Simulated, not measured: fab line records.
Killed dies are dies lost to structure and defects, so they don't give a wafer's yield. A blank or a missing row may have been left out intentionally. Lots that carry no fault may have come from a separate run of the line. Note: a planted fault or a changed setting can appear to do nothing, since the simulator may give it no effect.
The tool behind it: which one?    flow n5 finfet    9 lots, 27 wafers sampled, at 3 steps of a route of 1938

## WHAT THE GAUGES SHOWED, per wafer
N5_BEOL_M4_RC_MEAS_101.
lot   measured      on         CJ_P
L494  day 8 10:58   prober-01  6.01 5.55 5.67
L497  day 9 01:17   prober-02  5.64 5.97 5.90
L499  day 9 17:16   prober-01  5.67 5.60 5.83
L503  day 10 08:16  prober-01  5.62 5.84 5.80
L510  day 12 03:13  prober-01  4.81 4.80 4.90
L512  day 12 17:01  prober-01  5.06 4.88 4.83
L515  day 13 12:39  prober-02  5.80 5.93 5.95
L516  day 13 13:22  prober-01  5.64 5.84 5.66
L517  day 13 22:26  prober-02  5.88 6.02 5.80

## EACH LOT AND THE TOOL THAT RAN IT (in order: tool; ch and the chambers of the sampled wafers; start)
lot   N5_WELL_APT_IMPLANT_15          N5_WELL_APT_DESCUM_30
L494  implanter-01 ch 0, day 1 14:05  rie diel-03 ch 0,1,2, day 1 15:01
L497  implanter-02 ch 0, day 2 10:39  rie diel-03 ch 0,1,3, day 2 11:54
L499  implanter-02 ch 0, day 2 20:04  rie diel-02 ch 0,1,2, day 2 21:19
L503  implanter-01 ch 0, day 3 20:40  rie diel-02 ch 0,1,3, day 3 21:29
L510  implanter-02 ch 0, day 5 14:16  rie diel-02 ch 0,1,2, day 5 15:16
L512  implanter-02 ch 0, day 6 01:56  rie diel-02 ch 1,2,3, day 6 02:48
L515  implanter-01 ch 0, day 6 20:16  rie diel-02 ch 0,2, day 6 21:05
L516  implanter-01 ch 0, day 7 02:11  rie diel-02 ch 0,1, day 7 03:01
L517  implanter-01 ch 0, day 7 08:14  rie diel-03 ch 0,1,3, day 7 09:05
- N5_WELL_APT_IMPLANT_15
- N5_WELL_APT_DESCUM_30: chemistry O2, time 7.9 s.

## THE ANSWER, worked out from the rows above alone
Rule: the lots themselves supply what counts as usual. Put in order of their means at a reading, lots are off if they are a third of the lots or fewer, leave a main group of 4 or more, and stand apart from it by a gap of 3 or more times the standard deviation of the main group's means; of several such gaps the widest counts. A main group is skipped when, at the precision printed for the reading in the tables above, its means are all equal. Also off: a lot with no number at a reading for which 4 or more lots have one. The other lots that the step has rows for count as sound.
Off: at N5_BEOL_M4_RC_MEAS_101 (CJ_P), L510, L512. The main group: mean 5.79, standard deviation 0.078.
A tool fits if, at a process step before that reading, it ran every lot that is off, and no sound lot after the first of them. Gauges at N5_BEOL_M4_RC_MEAS_101: tried the same way as those tools. One fits: N5_WELL_APT_IMPLANT_15 on implanter-02. Its last sound lot is L499 (day 2 20:04), its first lot that is off L510 (day 5 14:16): a fault that began between those two fits.

## WHAT HAD BEEN PUT IN BY THE SIMULATOR
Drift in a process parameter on implanter-02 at N5_WELL_APT_IMPLANT_15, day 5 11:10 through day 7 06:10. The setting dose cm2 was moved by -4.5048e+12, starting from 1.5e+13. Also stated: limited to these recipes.
Shown lots that were struck: L510, L512. Same finding as the rule above.
